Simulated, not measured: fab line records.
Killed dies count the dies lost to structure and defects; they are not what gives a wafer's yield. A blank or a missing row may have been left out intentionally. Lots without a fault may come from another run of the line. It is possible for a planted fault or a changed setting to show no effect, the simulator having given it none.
Which tool is to blame? || flow n5-finfet || 11 lots with 33 wafers sampled at 5 steps, on a route of 1938 steps

## WHAT THE GAUGES SHOWED, per wafer
N5_FIN_CUT_CD_MEAS_08 targets a cd of 29.1 nm. Usual: cd-nm at 29.09 nm, with a standard deviation of 0.23.
{"lot": "L722", "measured": "day 2 11:09", "on": "cd-sem-01", "cd-nm (nm)": "28.78 29.02 28.89", "flag": ""}
{"lot": "L724", "measured": "day 2 21:08", "on": "cd-sem-02", "cd-nm (nm)": "29.06 29.02 29.26", "flag": ""}
{"lot": "L725", "measured": "day 3 04:02", "on": "cd-sem-02", "cd-nm (nm)": "29.31 29.25 28.80", "flag": ""}
{"lot": "L726", "measured": "day 3 09:33", "on": "cd-sem-03", "cd-nm (nm)": "28.94 29.09 29.12", "flag": ""}
{"lot": "L731", "measured": "day 4 15:59", "on": "cd-sem-02", "cd-nm (nm)": "29.00 29.34 29.41", "flag": ""}
{"lot": "L735", "measured": "day 5 14:14", "on": "cd-sem-02", "cd-nm (nm)": "30.62 30.50 30.85", "flag": "OFF"}
{"lot": "L736", "measured": "day 5 19:38", "on": "cd-sem-02", "cd-nm (nm)": "30.30 29.62 30.48", "flag": "OFF"}
{"lot": "L737", "measured": "day 6 03:47", "on": "cd-sem-03", "cd-nm (nm)": "28.93 29.04 28.86", "flag": ""}
{"lot": "L739", "measured": "day 6 14:56", "on": "cd-sem-01", "cd-nm (nm)": "29.21 29.35 29.48", "flag": ""}
{"lot": "L740", "measured": "day 6 21:07", "on": "cd-sem-03", "cd-nm (nm)": "29.11 29.40 28.98", "flag": ""}
{"lot": "L742", "measured": "day 7 09:46", "on": "cd-sem-01", "cd-nm (nm)": "28.81 29.03 28.90", "flag": ""}

N5_FIN_CUT_OVL_MEAS_09. Usual: for FIN_CUT_OVL the level is -0.1 nm and the standard deviation is 0.63.
{"lot": "L722", "measured": "day 2 11:11", "on": "overlay-02", "FIN_CUT_OVL (nm)": "-0.7 0.0 -0.1", "flag": ""}
{"lot": "L724", "measured": "day 2 21:11", "on": "overlay-01", "FIN_CUT_OVL (nm)": "0.3 0.6 0.5", "flag": ""}
{"lot": "L725", "measured": "day 3 04:05", "on": "overlay-01", "FIN_CUT_OVL (nm)": "0.6 -0.2 -0.5", "flag": ""}
{"lot": "L726", "measured": "day 3 09:35", "on": "overlay-01", "FIN_CUT_OVL (nm)": "-0.7 -0.5 -0.8", "flag": ""}
{"lot": "L731", "measured": "day 4 16:02", "on": "overlay-02", "FIN_CUT_OVL (nm)": "-0.4 -0.1 0.5", "flag": ""}
{"lot": "L735", "measured": "day 5 14:16", "on": "overlay-02", "FIN_CUT_OVL (nm)": "-0.4 -0.4 -0.9", "flag": ""}
{"lot": "L736", "measured": "day 5 19:40", "on": "overlay-02", "FIN_CUT_OVL (nm)": "-0.7 -1.0 -0.5", "flag": ""}
{"lot": "L737", "measured": "day 6 03:49", "on": "overlay-02", "FIN_CUT_OVL (nm)": "-0.1 0.0 -0.7", "flag": ""}
{"lot": "L739", "measured": "day 6 14:58", "on": "overlay-02", "FIN_CUT_OVL (nm)": "1.0 -0.6 -0.4", "flag": ""}
{"lot": "L740", "measured": "day 6 21:09", "on": "overlay-01", "FIN_CUT_OVL (nm)": "0.1 0.8 0.4", "flag": ""}
{"lot": "L742", "measured": "day 7 09:47", "on": "overlay-01", "FIN_CUT_OVL (nm)": "0.7 -0.5 0.4", "flag": ""}

## TOOL THAT RAN EACH LOT (tool first, then ch and the chambers of the sampled wafers, then the start)
{"lot": "L722", "N5_FIN_SAQP_SPACER2_ETCHBACK_29": "rie-diel-01 ch 1,2,3, day 2 09:59", "N5_FIN_SAQP_ETCH_64": "rie-si-06 ch 0,2, day 2 10:34", "N5_FIN_CUT_EXPOSE_05": "euv-scanner-01 ch 0, day 2 11:01"}
{"lot": "L724", "N5_FIN_SAQP_SPACER2_ETCHBACK_29": "rie-diel-04 ch 0,1,3, day 2 20:04", "N5_FIN_SAQP_ETCH_64": "rie-si-02 ch 0,3, day 2 20:34", "N5_FIN_CUT_EXPOSE_05": "euv-scanner-01 ch 0, day 2 21:01"}
{"lot": "L725", "N5_FIN_SAQP_SPACER2_ETCHBACK_29": "rie-diel-01 ch 0,2, day 3 02:54", "N5_FIN_SAQP_ETCH_64": "rie-si-02 ch 1,2, day 3 03:28", "N5_FIN_CUT_EXPOSE_05": "euv-scanner-01 ch 0, day 3 03:55"}
{"lot": "L726", "N5_FIN_SAQP_SPACER2_ETCHBACK_29": "rie-diel-03 ch 0,1,3, day 3 08:14", "N5_FIN_SAQP_ETCH_64": "rie-si-06 ch 0,1,3, day 3 08:51", "N5_FIN_CUT_EXPOSE_05": "euv-scanner-02 ch 0, day 3 09:25"}
{"lot": "L731", "N5_FIN_SAQP_SPACER2_ETCHBACK_29": "rie-diel-03 ch 2,3, day 4 14:37", "N5_FIN_SAQP_ETCH_64": "rie-si-02 ch 0,3, day 4 15:17", "N5_FIN_CUT_EXPOSE_05": "euv-scanner-02 ch 0, day 4 15:53"}
{"lot": "L735", "N5_FIN_SAQP_SPACER2_ETCHBACK_29": "rie-diel-03 ch 0,1,3, day 5 13:07", "N5_FIN_SAQP_ETCH_64": "rie-si-06 ch 1,3, day 5 13:38", "N5_FIN_CUT_EXPOSE_05": "euv-scanner-02 ch 0, day 5 14:06"}
{"lot": "L736", "N5_FIN_SAQP_SPACER2_ETCHBACK_29": "rie-diel-04 ch 0,3, day 5 18:32", "N5_FIN_SAQP_ETCH_64": "rie-si-06 ch 1,2, day 5 19:03", "N5_FIN_CUT_EXPOSE_05": "euv-scanner-02 ch 0, day 5 19:30"}
{"lot": "L737", "N5_FIN_SAQP_SPACER2_ETCHBACK_29": "rie-diel-01 ch 0,1,3, day 6 02:31", "N5_FIN_SAQP_ETCH_64": "rie-si-06 ch 1,2,3, day 6 03:05", "N5_FIN_CUT_EXPOSE_05": "euv-scanner-01 ch 0, day 6 03:38"}
{"lot": "L739", "N5_FIN_SAQP_SPACER2_ETCHBACK_29": "rie-diel-03 ch 1,2,3, day 6 13:42", "N5_FIN_SAQP_ETCH_64": "rie-si-02 ch 0,2,3, day 6 14:14", "N5_FIN_CUT_EXPOSE_05": "euv-scanner-01 ch 0, day 6 14:48"}
{"lot": "L740", "N5_FIN_SAQP_SPACER2_ETCHBACK_29": "rie-diel-04 ch 0,2,3, day 6 20:01", "N5_FIN_SAQP_ETCH_64": "rie-si-06 ch 2,3, day 6 20:32", "N5_FIN_CUT_EXPOSE_05": "euv-scanner-01 ch 0, day 6 20:59"}
{"lot": "L742", "N5_FIN_SAQP_SPACER2_ETCHBACK_29": "rie-diel-04 ch 1,3, day 7 08:32", "N5_FIN_SAQP_ETCH_64": "rie-si-02 ch 0,3, day 7 09:03", "N5_FIN_CUT_EXPOSE_05": "euv-scanner-01 ch 0, day 7 09:38"}
- N5_FIN_SAQP_SPACER2_ETCHBACK_29: etches SiO2 in CHF3/O2, target depth 12.2 nm, time 6.1 s.
- N5_FIN_SAQP_ETCH_64: etches SiO2 in CF4, target depth 1.5 nm.
- N5_FIN_CUT_EXPOSE_05: exposes mask FIN CUT.

## AS READ BY THE TOOLS THEMSELVES (means over the sampled wafers that have a number; for cases with no such wafer, the mark the record gives instead)
N5_FIN_SAQP_SPACER2_ETCHBACK_29. Usual: drypump-motor-current-A 5.50 A, standard deviation 0.28; oes-product-au 0.76 a.u., standard deviation 0.085; rf-vpp-V 517 V, standard deviation 8.7; showerhead-plenum-p-Torr 2.40 Torr, standard deviation 0.079; throttle-valve-pct 18.86 %, standard deviation 0.19.
{"lot": "L722", "tool": "rie-diel-01", "drypump-motor-current-A (A)": 5.56, "oes-product-au (a.u.)": 0.72, "rf-vpp-V (V)": 519, "showerhead-plenum-p-Torr (Torr)": 2.32, "throttle-valve-pct (%)": 18.90, "flag": ""}
{"lot": "L724", "tool": "rie-diel-04", "drypump-motor-current-A (A)": 5.55, "oes-product-au (a.u.)": 0.76, "rf-vpp-V (V)": 519, "showerhead-plenum-p-Torr (Torr)": 2.38, "throttle-valve-pct (%)": 18.79, "flag": ""}
{"lot": "L725", "tool": "rie-diel-01", "drypump-motor-current-A (A)": 5.62, "oes-product-au (a.u.)": 0.76, "rf-vpp-V (V)": 520, "showerhead-plenum-p-Torr (Torr)": 2.38, "throttle-valve-pct (%)": 18.91, "flag": ""}
{"lot": "L726", "tool": "rie-diel-03", "drypump-motor-current-A (A)": 5.71, "oes-product-au (a.u.)": 0.78, "rf-vpp-V (V)": 513, "showerhead-plenum-p-Torr (Torr)": 2.48, "throttle-valve-pct (%)": 18.82, "flag": ""}
{"lot": "L731", "tool": "rie-diel-03", "drypump-motor-current-A (A)": 5.27, "oes-product-au (a.u.)": 0.84, "rf-vpp-V (V)": 501, "showerhead-plenum-p-Torr (Torr)": 2.39, "throttle-valve-pct (%)": 18.92, "flag": ""}
{"lot": "L735", "tool": "rie-diel-03", "drypump-motor-current-A (A)": 5.70, "oes-product-au (a.u.)": 0.75, "rf-vpp-V (V)": 514, "showerhead-plenum-p-Torr (Torr)": 2.47, "throttle-valve-pct (%)": 18.86, "flag": ""}
{"lot": "L736", "tool": "rie-diel-04", "drypump-motor-current-A (A)": 5.32, "oes-product-au (a.u.)": 0.75, "rf-vpp-V (V)": 520, "showerhead-plenum-p-Torr (Torr)": 2.40, "throttle-valve-pct (%)": 18.79, "flag": ""}
{"lot": "L737", "tool": "rie-diel-01", "drypump-motor-current-A (A)": 5.42, "oes-product-au (a.u.)": 0.78, "rf-vpp-V (V)": 521, "showerhead-plenum-p-Torr (Torr)": 2.38, "throttle-valve-pct (%)": 18.75, "flag": ""}
{"lot": "L739", "tool": "rie-diel-03", "drypump-motor-current-A (A)": 5.41, "oes-product-au (a.u.)": 0.84, "rf-vpp-V (V)": 510, "showerhead-plenum-p-Torr (Torr)": 2.50, "throttle-valve-pct (%)": 18.95, "flag": ""}
{"lot": "L740", "tool": "rie-diel-04", "drypump-motor-current-A (A)": 5.39, "oes-product-au (a.u.)": 0.72, "rf-vpp-V (V)": 517, "showerhead-plenum-p-Torr (Torr)": 2.39, "throttle-valve-pct (%)": 18.79, "flag": ""}
{"lot": "L742", "tool": "rie-diel-04", "drypump-motor-current-A (A)": 5.68, "oes-product-au (a.u.)": 0.73, "rf-vpp-V (V)": 524, "showerhead-plenum-p-Torr (Torr)": 2.34, "throttle-valve-pct (%)": 18.89, "flag": ""}

N5_FIN_SAQP_ETCH_64. Usual: drypump-motor-current-A 5.5 A, standard deviation 0.44; oes-product-au 1.007 a.u., standard deviation 0.016; throttle-valve-pct 21.67 %, standard deviation 0.22.
{"lot": "L722", "tool": "rie-si-06", "drypump-motor-current-A (A)": 5.3, "oes-product-au (a.u.)": 1.003, "throttle-valve-pct (%)": 21.77, "flag": ""}
{"lot": "L724", "tool": "rie-si-02", "drypump-motor-current-A (A)": 5.3, "oes-product-au (a.u.)": 1.005, "throttle-valve-pct (%)": 21.66, "flag": ""}
{"lot": "L725", "tool": "rie-si-02", "drypump-motor-current-A (A)": 5.6, "oes-product-au (a.u.)": 1.026, "throttle-valve-pct (%)": 21.62, "flag": ""}
{"lot": "L726", "tool": "rie-si-06", "drypump-motor-current-A (A)": 5.3, "oes-product-au (a.u.)": 1.002, "throttle-valve-pct (%)": 22.01, "flag": ""}
{"lot": "L731", "tool": "rie-si-02", "drypump-motor-current-A (A)": 5.3, "oes-product-au (a.u.)": 1.003, "throttle-valve-pct (%)": 21.66, "flag": ""}
{"lot": "L735", "tool": "rie-si-06", "drypump-motor-current-A (A)": 5.3, "oes-product-au (a.u.)": 1.013, "throttle-valve-pct (%)": 22.07, "flag": ""}
{"lot": "L736", "tool": "rie-si-06", "drypump-motor-current-A (A)": 5.2, "oes-product-au (a.u.)": 1.017, "throttle-valve-pct (%)": 21.74, "flag": ""}
{"lot": "L737", "tool": "rie-si-06", "drypump-motor-current-A (A)": 5.2, "oes-product-au (a.u.)": 1.009, "throttle-valve-pct (%)": 21.80, "flag": ""}
{"lot": "L739", "tool": "rie-si-02", "drypump-motor-current-A (A)": 5.5, "oes-product-au (a.u.)": 0.994, "throttle-valve-pct (%)": 21.64, "flag": ""}
{"lot": "L740", "tool": "rie-si-06", "drypump-motor-current-A (A)": 5.1, "oes-product-au (a.u.)": 1.013, "throttle-valve-pct (%)": 21.60, "flag": ""}
{"lot": "L742", "tool": "rie-si-02", "drypump-motor-current-A (A)": 5.3, "oes-product-au (a.u.)": 1.006, "throttle-valve-pct (%)": 21.67, "flag": ""}

N5_FIN_CUT_EXPOSE_05. Usual: exposure-dose-mJ-cm2 at 45.89, with a standard deviation of 0.21.
{"lot": "L722", "tool": "euv-scanner-01", "exposure-dose-mJ-cm2": 46.07, "flag": ""}
{"lot": "L724", "tool": "euv-scanner-01", "exposure-dose-mJ-cm2": 46.09, "flag": ""}
{"lot": "L725", "tool": "euv-scanner-01", "exposure-dose-mJ-cm2": 46.13, "flag": ""}
{"lot": "L726", "tool": "euv-scanner-02", "exposure-dose-mJ-cm2": 45.68, "flag": ""}
{"lot": "L731", "tool": "euv-scanner-02", "exposure-dose-mJ-cm2": 45.75, "flag": ""}
{"lot": "L735", "tool": "euv-scanner-02", "exposure-dose-mJ-cm2": 49.54, "flag": "OFF"}
{"lot": "L736", "tool": "euv-scanner-02", "exposure-dose-mJ-cm2": 48.72, "flag": "OFF"}
{"lot": "L737", "tool": "euv-scanner-01", "exposure-dose-mJ-cm2": 46.16, "flag": ""}
{"lot": "L739", "tool": "euv-scanner-01", "exposure-dose-mJ-cm2": 46.07, "flag": ""}
{"lot": "L740", "tool": "euv-scanner-01", "exposure-dose-mJ-cm2": 46.06, "flag": ""}
{"lot": "L742", "tool": "euv-scanner-01", "exposure-dose-mJ-cm2": 46.03, "flag": ""}

## THE ANSWER, worked out from the rows above alone
Rule: take the mean of a lot's wafers that have a number; if it is more than 3 standard deviations from the usual mean, the lot is off. A lot without any number at a reading at which 4 lots or more have one is off too. The other lots that the step has rows for count as sound. Order of review: gauges by route order, followed by the tools' own readings, for which a lot's mean as printed above is used. The first step at which some lot is off is used, and at that step the reading that is off furthest; a lot without a number counts as furthest.
Off: L735, L736 (N5_FIN_CUT_CD_MEAS_08, cd-nm).
If a tool, at a process step before that reading, ran all the lots that are off and no sound lot after the first of them, it fits. Not tried: the gauges at N5_FIN_CUT_CD_MEAS_08; whatever is off there is also off at N5_FIN_CUT_EXPOSE_05, on other tools, and gauge error can't account for it. One fits: N5_FIN_CUT_EXPOSE_05 on euv-scanner-02. Its last sound lot is L731 (day 4 15:53), its first lot that is off L735 (day 5 14:06): a fault that began between those two fits.
On the lots that are off, the tool's own readings at N5_FIN_CUT_EXPOSE_05 differ by more than 5 times the standard deviation of the sound lots' means, which bears it out; exposure-dose-mJ-cm2 reads 49.13 there versus 46.00 on the sound lots.

## WHAT HAD BEEN PUT IN BY THE SIMULATOR
Process parameters drifting: euv-scanner-02 at N5_FIN_CUT_EXPOSE_05, beginning at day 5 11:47. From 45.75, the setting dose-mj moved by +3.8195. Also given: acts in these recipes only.
Struck lots among those shown: L735, L736. The same result came from the rule above.
